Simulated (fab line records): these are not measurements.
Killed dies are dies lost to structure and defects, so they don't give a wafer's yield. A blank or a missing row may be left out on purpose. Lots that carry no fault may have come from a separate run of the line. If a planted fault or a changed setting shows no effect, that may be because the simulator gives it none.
fab line records	flow n5-finfet
record lots=11	wafers=33	last-day=19
route steps=1938 shown BEOL_M10@1472 PASSIVATION@1936
lots that met no fault: from a run of the same line without faults
start-h: start of the lot's first displayed wafer, in hours after the record's first day	wait-h: time in hours since the lot's previous step	" as in the row above	L1.1+2: several wafers, shown together as one row	- value missing, or start not given	* or withheld: withheld	< > ~ a bound
route shown NAME@n: names a module that has steps shown in the file, with the first one's number in the route	usual: mean/standard deviation taken from wafers without a fault	same: alike in all rows	chamber/n: place in a boat	sites: per-site readings	_std_site: the values' standard deviation	_edge_site: the outer-site mean with the inner-site mean subtracted	radius-mm: for every site, how far away it sits from the centre of the wafer	mask NAME#n: copy n	behind: the most recent tool/chamber to have shaped the wafer	hold: reason for holding the lot/hours on hold/outcome of the hold	device: the n, p or np transistor that did not switch	end of line: the route-end tests of the same wafers	for a step that has no rows: nothing shown but its recipe	killed: count of dies lost to structure and defects at first sort (not the wafer's yield)	map: a wafer's dies, x killed, . not, _ none there
set.NAME: the run value of the setting; set.NAME@STEP: its run value at that earlier step	model.NAME: the simulator's own value behind a step, which no gauge read
a sample of lots followed through the steps of the route, with each step as a table and each wafer as a row
services: from which hour (start-h, from the record's first day; less than 0 if before it) a tool's chamber was out of use, for how many hours, and why
## steps
# step N5_BEOL_M10_THK_MEAS_01
# recipe reads=SiCOH_lowk_of_BEOL_M10_ILD_DEP_00
# usual M10_ILD_THK=267/3.2
lot.wafer	tool	chamber	start-h	wait-h	M10_ILD_THK[nm]
L769.1	film-metro-01	-	219.81	0.4	265
L769.2	"	-	"	"	265
L769.6	"	-	"	"	269
L770.2	film-metro-02	-	243.35	0.4	267
L770.3	"	-	"	"	265
L770.5	"	-	"	"	271
L774.1	film-metro-02	-	251.03	0.4	268
L774.3	"	-	"	"	265
L774.4	"	-	"	"	271
L777.1	film-metro-02	-	279.04	0.4	266
L777.2	"	-	"	"	262
L777.4	"	-	"	"	265
L780.1	film-metro-01	-	290.93	0.4	262
L780.2	"	-	"	"	264
L780.6	"	-	"	"	267
L781.2	film-metro-01	-	307.52	0.4	265
L781.3	"	-	"	"	267
L781.4	"	-	"	"	272
L785.1	film-metro-01	-	316.12	0.4	263
L785.2	"	-	"	"	266
L785.4	"	-	"	"	274
L787.1	film-metro-02	-	364.13	0.4	262
L787.2	"	-	"	"	262
L787.3	"	-	"	"	263
L789.2	film-metro-01	-	377.16	0.4	270
L789.3	"	-	"	"	266
L789.4	"	-	"	"	268
L792.2	film-metro-01	-	383.67	0.4	263
L792.4	"	-	"	"	267
L792.6	"	-	"	"	271
L791.2	film-metro-02	-	388.48	0.4	270
L791.3	"	-	"	"	267
L791.5	"	-	"	"	268
# step N5_BEOL_M10_PECVD_70
# recipe material=SiO2	target-thk-a=200	temp-c=400	precursor=TEOS/O2	pressure-torr=5.5	rf-w=450	teos-flow-sccm=53.8	gas=O2	flow-sccm=3000	time-s=22.7
# usual heater-power-w=746/100	showerhead-plenum-p-Torr=8.77/0.035	showerhead-vpp-V=1298/65	throttle-valve-pct=22.6/1.1
lot.wafer	tool	chamber	start-h	wait-h	heater-power-w	showerhead-plenum-p-Torr	showerhead-vpp-V	throttle-valve-pct
L769.1	pecvd-03	2	219.85	0.0	874	8.82	1375	21.6
L769.2	"	0	"	"	640	8.75	1260	22.5
L769.6	"	2	"	"	866	8.82	1352	21.7
L770.2	pecvd-02	1	243.39	0.0	587	8.77	1210	21.8
L770.3	"	2	"	"	856	8.71	1350	21.4
L770.5	"	2	"	"	863	8.71	1337	21.5
L774.1	pecvd-02	0	251.07	0.0	599	8.73	1210	23.0
L774.3	"	2	"	"	787	8.73	1338	21.1
L774.4	"	0	"	"	592	8.75	1192	23.1
L777.1	pecvd-01	0	279.08	0.0	713	8.77	1386	21.7
L777.2	"	2	"	"	913	8.78	1340	22.0
L777.4	"	0	"	"	736	8.75	1376	21.7
L780.1	pecvd-02	1	290.97	0.0	715	8.78	1192	21.9
L780.2	"	2	"	"	727	8.74	1315	21.5
L780.6	"	1	"	"	710	8.77	1199	21.9
L781.2	pecvd-01	0	307.55	0.0	715	8.73	1368	21.6
L781.3	"	1	"	"	737	8.81	1314	25.0
L781.4	"	2	"	"	918	8.78	1345	22.1
L785.1	pecvd-02	0	316.16	0.0	519	8.77	1191	23.0
L785.2	"	1	"	"	642	8.76	1211	21.8
L785.4	"	2	"	"	783	8.73	1318	21.8
L787.1	pecvd-03	2	364.17	0.0	854	8.80	1368	22.1
L787.2	"	1	"	"	807	8.78	1338	23.8
L787.3	"	0	"	"	677	8.71	1263	22.2
L789.2	pecvd-03	2	377.20	0.0	847	8.82	1359	22.0
L789.3	"	1	"	"	802	8.81	1341	24.1
L789.4	"	2	"	"	841	8.84	1369	22.2
L792.2	pecvd-03	0	383.71	0.0	639	8.74	1227	22.4
L792.4	"	0	"	"	655	8.74	1275	22.3
L792.6	"	2	"	"	770	8.81	1360	22.2
L791.2	pecvd-01	0	388.51	0.0	727	8.74	1389	21.5
L791.3	"	2	"	"	873	8.80	1339	22.2
L791.5	"	2	"	"	862	8.78	1338	22.4
# step N5_BEOL_M10_PEB_26
# recipe peb-temp-c=withheld	peb-time-s=60	resist=CAR-ArF
lot.wafer	tool	chamber	start-h	wait-h
L769.1+2+6	litho-track-01	0	223.56	0.1
L770.2+3+5	litho-track-01	0	247.52	0.1
L774.1+3+4	litho-track-05	0	255.67	0.1
L777.1+2+4	litho-track-01	0	281.27	0.1
L780.1+2+6	litho-track-01	0	293.64	0.1
L781.2+3+4	litho-track-01	0	312.36	0.1
L785.1+2+4	litho-track-03	0	317.90	0.1
L787.1+2+3	litho-track-05	0	369.25	0.1
L789.2+3+4	litho-track-03	0	379.21	0.1
L792.2+4+6	litho-track-05	0	388.86	0.1
L791.2+3+5	litho-track-05	0	391.52	0.1
# step N5_BEOL_M10_CD_MEAS_28
# recipe target-cd-nm=70	landing-energy-ev=500	detector=se-inlens	polarity=opening
# usual cd-nm=70.0/0.89
# same landing-energy-ev=500
lot.wafer	tool	chamber	start-h	wait-h	cd-nm
L769.1	cd-sem-02	0	223.62	-	69.2
L769.2	"	0	"	"	67.8
L769.6	"	0	"	"	69.0
L770.2	cd-sem-01	0	247.58	-	70.1
L770.3	"	0	"	"	70.9
L770.5	"	0	"	"	71.6
L774.1	cd-sem-03	0	255.74	-	69.6
L774.3	"	0	"	"	71.1
L774.4	"	0	"	"	70.5
L777.1	cd-sem-01	0	281.34	-	69.3
L777.2	"	0	"	"	69.1
L777.4	"	0	"	"	70.2
L780.1	cd-sem-01	0	293.71	-	73.9
L780.2	"	0	"	"	70.4
L780.6	"	0	"	"	70.0
L781.2	cd-sem-01	0	312.43	-	71.5
L781.3	"	0	"	"	69.7
L781.4	"	0	"	"	73.7
L785.1	cd-sem-03	0	317.97	-	70.1
L785.2	"	0	"	"	70.4
L785.4	"	0	"	"	69.5
L787.1	cd-sem-01	0	369.31	-	68.7
L787.2	"	0	"	"	69.5
L787.3	"	0	"	"	68.7
L789.2	cd-sem-02	0	379.28	-	68.9
L789.3	"	0	"	"	70.5
L789.4	"	0	"	"	70.4
L792.2	cd-sem-01	0	388.93	-	69.5
L792.4	"	0	"	"	69.2
L792.6	"	0	"	"	70.8
L791.2	cd-sem-03	0	391.59	-	68.4
L791.3	"	0	"	"	68.0
L791.5	"	0	"	"	68.9
# step N5_BEOL_M10_STRIP_36
# recipe chemistry=N2/H2	power-w=450	temp-c=40	pressure-mtorr=20	rf-frequency-hz=6e+07	overash-fraction=0.3	bias-power-w=7	h2-frac=0.5	n2-flow-sccm=200	h2-flow-sccm=200
# usual drypump-motor-current-A=5.5/0.31	oes-product-au=0.83/0.092	rf-vpp-V=59.1/1.7	showerhead-plenum-p-Torr=2.56/0.098	throttle-valve-pct=23.5/0.32
lot.wafer	tool	chamber	start-h	wait-h	drypump-motor-current-A	oes-product-au	rf-hours-counter-h	rf-vpp-V	showerhead-plenum-p-Torr	throttle-valve-pct
L769.1	rie-diel-01	0	223.98	0.0	5.4	0.70	221	60.4	2.61	23.8
L769.2	"	3	"	"	5.3	0.86	50	58.7	2.47	23.1
L769.6	"	1	"	"	5.6	0.69	-	58.8	2.39	23.4
L770.2	rie-diel-03	3	247.94	0.0	5.4	0.82	79	60.4	2.57	23.7
L770.3	"	1	"	"	5.9	0.95	4	58.3	2.60	23.7
L770.5	"	2	"	"	4.9	0.89	-	59.8	2.70	23.8
L774.1	rie-diel-03	3	256.10	0.0	5.4	0.83	81	60.8	2.57	23.7
L774.3	"	0	"	"	5.8	0.89	38	59.9	2.59	23.2
L774.4	"	1	"	"	5.9	0.97	5	58.8	2.60	23.8
L777.1	rie-diel-03	1	281.70	0.0	5.8	0.96	13	60.4	2.60	23.8
L777.2	"	2	"	"	4.9	0.87	53	57.3	2.69	23.8
L777.4	"	0	"	"	5.8	0.89	46	57.1	2.59	23.2
L780.1	rie-diel-01	2	294.07	0.0	5.8	0.71	222	60.7	2.40	23.6
L780.2	"	1	"	"	5.7	1.02	1	60.0	2.70	23.0
L780.6	"	1	"	"	5.6	0.99	-	55.3	2.70	23.1
L781.2	rie-diel-04	1	313.13	0.0	5.9	0.69	250	57.6	2.40	23.5
L781.3	"	2	"	"	5.4	0.91	35	55.7	2.48	22.9
L781.4	"	3	"	"	5.2	0.69	-	58.4	2.52	23.9
L785.1	rie-diel-01	3	318.63	0.0	5.3	0.82	90	60.1	2.45	23.1
L785.2	"	1	"	"	5.6	0.96	10	60.2	2.70	23.0
L785.4	"	0	"	"	5.3	0.98	4	56.2	2.60	23.4
L787.1	rie-diel-03	3	369.69	0.0	5.5	0.79	118	56.7	2.55	23.8
L787.2	"	1	"	"	5.9	0.86	45	58.3	2.59	23.8
L787.3	"	2	"	"	4.9	0.81	81	57.1	2.68	23.9
L789.2	rie-diel-03	1	379.64	0.0	5.8	0.88	47	60.3	2.59	23.8
L789.3	"	0	"	"	5.8	0.83	72	59.8	2.58	23.3
L789.4	"	2	"	"	5.0	0.82	82	57.9	2.68	23.9
L792.2	rie-diel-01	3	389.29	0.0	5.2	0.79	114	60.8	2.44	23.2
L792.4	"	1	"	"	5.6	0.89	-	60.8	2.69	23.1
L792.6	"	0	"	"	5.4	0.92	-	56.3	2.59	23.4
L791.2	rie-diel-04	3	392.01	0.0	5.2	0.68	253	56.0	2.51	23.9
L791.3	"	0	"	"	5.6	0.90	27	59.9	2.49	23.5
L791.5	"	0	"	"	5.6	0.89	-	61.2	2.49	23.5
# step N5_PASSIVATION_PROBE_49
# usual defect-limited-yield=91.3/1.4	killed_at_M0_to_M3=33/11	killed_at_M4_up=15/6.2	killed-at-contacts=13/6.5	killed-at-front-end=38/11	killed-at-other=3.4/2.6	killed-dies=102/17	killed-open=67/12	killed-short=34/7.9	sort_bin_4_leakage=0.00/0.022	sort_bin_5_function=5.1/0.88	sort_bin_6_memory=3.3/0.65	sort_bin_8_speed=0.00/0.0099	sort-n-pass=1078/17	sort-yield-pct=91.3/1.4
# same gross-dies=1180	killed-at-back-side=0
lot.wafer	tool	chamber	start-h	wait-h	defect-limited-yield[%]	killed_at_M0_to_M3	killed_at_M4_up	killed-at-contacts	killed-at-front-end	killed-at-other	killed-dies	killed-open	killed-short	sort_bin_4_leakage[%]	sort_bin_5_function[%]	sort_bin_6_memory[%]	sort_bin_8_speed[%]	sort-n-pass	sort-yield-pct[%]
L777.1	prober-02	-	340.37	0.0	89.4	34	26	12	44	9	125	85	40	0	6.4	4.0	0	1055	89.4
L777.2	prober-02	-	340.42	0.1	90.3	39	18	14	39	5	115	82	30	0	5.5	4.0	0	1065	90.3
L777.4	prober-02	-	340.52	0.2	90.1	37	8	14	49	9	117	63	51	0	5.9	3.1	0	1063	90.1
L785.1	prober-01	-	369.30	0.0	93.1	21	17	3	41	0	82	45	34	0	4.1	2.7	0	1098	93.1
L785.2	prober-01	-	369.35	0.1	91.2	34	10	9	48	3	104	65	37	0	5.8	2.7	0	1076	91.2
L785.4	prober-01	-	369.45	0.2	90.2	23	16	11	63	3	116	74	42	0	5.3	4.0	0	1064	90.2
L787.1	prober-02	-	420.13	0.0	89.8	40	22	7	50	1	120	75	41	0.08	6.4	3.1	0	1059	89.7
L787.2	prober-02	-	420.18	0.1	90.3	34	20	9	47	4	114	66	46	0	6.1	3.1	0	1066	90.3
L787.3	prober-02	-	420.23	0.1	90.8	38	27	14	29	0	108	68	37	0	5.4	3.4	0	1072	90.8
L789.2	prober-02	-	434.81	0.8	93.1	31	11	4	25	11	82	44	36	0	4.8	1.9	0	1098	93.1
L789.3	prober-02	-	434.86	0.8	91.6	26	12	16	34	11	99	69	28	0	4.7	3.6	0	1081	91.6
L789.4	prober-02	-	434.91	0.9	91.6	16	17	25	34	7	99	64	32	0	5.9	1.7	0	1081	91.6
L791.2	prober-01	-	455.34	0.1	90.2	29	24	9	51	3	116	87	27	0	5.2	4.1	0	1064	90.2
L791.3	prober-01	-	455.39	0.1	90.8	18	31	15	39	6	109	71	36	0	5.8	3.3	0	1071	90.8
L791.5	prober-01	-	455.49	0.2	91.3	34	20	13	35	1	103	71	31	0	4.8	3.7	0	1077	91.3
# killed by level:class
L777.1 BEOL_M4:geometric-particle:open=15 STI_FIN_REVEAL:geometric-particle:open=11 MOL_CONTACT_COAG:geometric-particle:open=10 FIN_SAQP:geometric-particle:open=9 GATE_CUT:geometric-particle:short=7 BEOL_M0_SAQP:geometric-particle:open=6 BEOL_M0_SAQP:geometric-particle:short=6 BEOL_M0:geometric-particle:open=6
L777.2 MOL_CONTACT_COAG:geometric-particle:open=12 BEOL_M2:geometric-particle:open=12 FIN_SAQP:geometric-particle:open=11 BEOL_M3:geometric-particle:open=11 FIN_SAQP:geometric-particle:short=10 BEOL_M4:geometric-particle:open=8 BEOL_M0_SAQP:geometric-particle:short=6 BEOL_M0_SAQP:geometric-particle:open=6
L777.4 FIN_SAQP:geometric-particle:short=17 FIN_SAQP:geometric-particle:open=13 BEOL_M0_SAQP:geometric-particle:short=9 MOL_CONTACT_COAG:geometric-particle:open=8 BEOL_M3:geometric-particle:open=8 MOL_CONTACT_COAG:geometric-particle:short=6 BEOL_M0_SAQP:geometric-particle:open=6 BEOL_M5:geometric-particle:open=6
L785.1 FIN_SAQP:geometric-particle:short=6 BEOL_M3:geometric-particle:open=6 STI_FIN_REVEAL:geometric-particle:open=5 FIN_SAQP:geometric-particle:open=4 STI_FIN_REVEAL:geometric-particle:short=4 ILD0:geometric-particle:short=4 BEOL_M0_SAQP:geometric-particle:short=4 BEOL_M6:geometric-particle:open=4
L785.2 STI_FIN_REVEAL:geometric-particle:open=14 BEOL_M0_SAQP:geometric-particle:open=11 BEOL_M0_SAQP:geometric-particle:short=9 MOL_CONTACT_COAG:geometric-particle:open=8 GATE_CUT:geometric-particle:short=6 GATE_CUT:geometric-particle:open=5 FIN_SAQP:geometric-particle:short=4 DUMMY_GATE:geometric-particle:open=4
L785.4 FIN_SAQP:geometric-particle:open=11 FIN_SAQP:geometric-particle:short=10 GATE_CUT:geometric-particle:short=10 BEOL_M3:geometric-particle:open=9 MOL_CONTACT_COAG:geometric-particle:open=9 DUMMY_GATE:geometric-particle:open=8 BEOL_M4:geometric-particle:open=7 STI_FIN_REVEAL:geometric-particle:open=6
L787.1 BEOL_M4:geometric-particle:open=15 GATE_CUT:geometric-particle:short=13 FIN_SAQP:geometric-particle:short=11 BEOL_M0_SAQP:geometric-particle:open=11 BEOL_M2:geometric-particle:open=9 DUMMY_GATE:geometric-particle:open=8 BEOL_M3:geometric-particle:open=7 FIN_SAQP:geometric-particle:open=6
L787.2 FIN_SAQP:geometric-particle:short=17 BEOL_M4:geometric-particle:open=11 BEOL_M3:geometric-particle:open=8 FIN_SAQP:geometric-particle:open=7 BEOL_M0_SAQP:geometric-particle:short=7 MOL_CONTACT_COAG:geometric-particle:open=7 GATE_CUT:geometric-particle:short=6 DUMMY_GATE:geometric-particle:open=6
L787.3 MOL_CONTACT_COAG:geometric-particle:open=12 BEOL_M0_SAQP:geometric-particle:short=11 BEOL_M2:geometric-particle:open=9 BEOL_M0_SAQP:geometric-particle:open=6 FIN_SAQP:geometric-particle:open=5 FIN_SAQP:geometric-particle:short=5 DUMMY_GATE:geometric-particle:open=5 BEOL_M4:geometric-particle:open=5
L789.2 BEOL_M0_SAQP:geometric-particle:short=12 STI_FIN_REVEAL:geometric-particle:open=7 BEOL_M0_SAQP:geometric-particle:open=6 BEOL_M4:geometric-particle:open=6 PASS1_CAP:geometric-particle:short=5 BEOL_M2:geometric-particle:open=5 STARTING-WAFER:geometric-particle:short=5 PASS1_CAP:geometric-particle:open=4
L789.3 MOL_CONTACT_COAG:geometric-particle:open=13 STI_FIN_REVEAL:geometric-particle:open=9 BEOL_M2:geometric-particle:open=9 FIN_SAQP:geometric-particle:short=8 BEOL_M4:geometric-particle:open=6 BEOL_M0_SAQP:geometric-particle:open=6 PASS1_CAP:geometric-particle:open=5 DUMMY_GATE:geometric-particle:open=3
L789.4 MOL_CONTACT_COAG:geometric-particle:open=20 STI_FIN_REVEAL:geometric-particle:open=11 BEOL_M4:geometric-particle:open=7 FIN_SAQP:geometric-particle:short=6 MOL_CONTACT_COAG:geometric-particle:short=5 PASS1_CAP:geometric-particle:short=4 STI_FIN_REVEAL:geometric-particle:short=3 BEOL_M0_SAQP:geometric-particle:open=3
L791.2 BEOL_M4:geometric-particle:open=18 FIN_SAQP:geometric-particle:open=13 BEOL_M2:geometric-particle:open=10 BEOL_M3:geometric-particle:open=9 MOL_CONTACT_COAG:geometric-particle:open=8 FIN_SAQP:geometric-particle:short=4 DUMMY_GATE:geometric-particle:open=4 ILD0:geometric-particle:open=4
L791.3 BEOL_M4:geometric-particle:open=18 MOL_CONTACT_COAG:geometric-particle:open=11 FIN_SAQP:geometric-particle:short=9 BEOL_M2:geometric-particle:open=6 STARTING-WAFER:geometric-particle:open=6 FIN_SAQP:geometric-particle:open=5 STI_FIN_REVEAL:geometric-particle:open=4 DUMMY_GATE:geometric-particle:open=4
L791.5 BEOL_M4:geometric-particle:open=14 STI_FIN_REVEAL:geometric-particle:open=9 BEOL_M2:geometric-particle:open=9 BEOL_M3:geometric-particle:open=9 MOL_CONTACT_COAG:geometric-particle:open=8 FIN_SAQP:geometric-particle:open=5 MOL_CONTACT_COAG:geometric-particle:short=5 BEOL_M0_SAQP:geometric-particle:short=4
## services
tool	chamber	start-h	hours	kind
pecvd-01	0	201.42	29.6	repair
pecvd-03	1	202.03	5.5	scheduled-down
pecvd-02	2	202.38	-	clean
pecvd-02	2	202.38	-	consumable-replace:showerhead
pecvd-02	2	202.38	29.0	scheduled-down
pecvd-02	2	202.38	29.0	vent-cycle
rie-diel-03	1	218.97	-	clean
rie-diel-03	1	218.97	-	consumable-replace:focus-ring
rie-diel-03	1	218.97	17.2	scheduled-down
rie-diel-03	1	218.97	17.2	vent-cycle
rie-diel-04	1	232.60	8.5	repair
rie-diel-01	3	236.72	4.0	repair
pecvd-02	2	238.08	2.1	scheduled-down
pecvd-02	-	247.82	2.8	pm
pecvd-02	0	251.36	2.1	scheduled-down
rie-diel-01	1	259.55	-	clean
rie-diel-01	1	259.55	-	consumable-replace:focus-ring
rie-diel-04	2	262.52	29.1	repair
pecvd-01	1	276.42	5.0	repair
pecvd-03	2	282.52	4.5	repair
pecvd-03	-	284.37	1.2	repair
rie-diel-03	0	285.15	18.7	repair
pecvd-01	-	350.02	2.8	repair
rie-diel-03	2	360.21	3.0	repair
## key
first-sign step=N5_BEOL_M10_CD_MEAS_28	reading=cd-nm	direction=up	sigmas=4.3	usual=70.0	struck=73.8
effect none on later readings
met-at N5_BEOL_M10_PEB_26
struck-lots L780,L781
struck-wafers L780.1,L781.4
not-acting-at N5_BEOL_M10_THK_MEAS_01,N5_BEOL_M10_PECVD_70,N5_BEOL_M10_STRIP_36
onset-between 281.27 293.64
fault kind=process-parameter-drift	tool=litho-track-01	chamber=-	onset-h=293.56	steps=N5_BEOL_M10_PEB_26	channel=peb-time-s	offset=*	shape=step	end-h=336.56	scope=struck-wafers-only	acts-in=*	stated=*
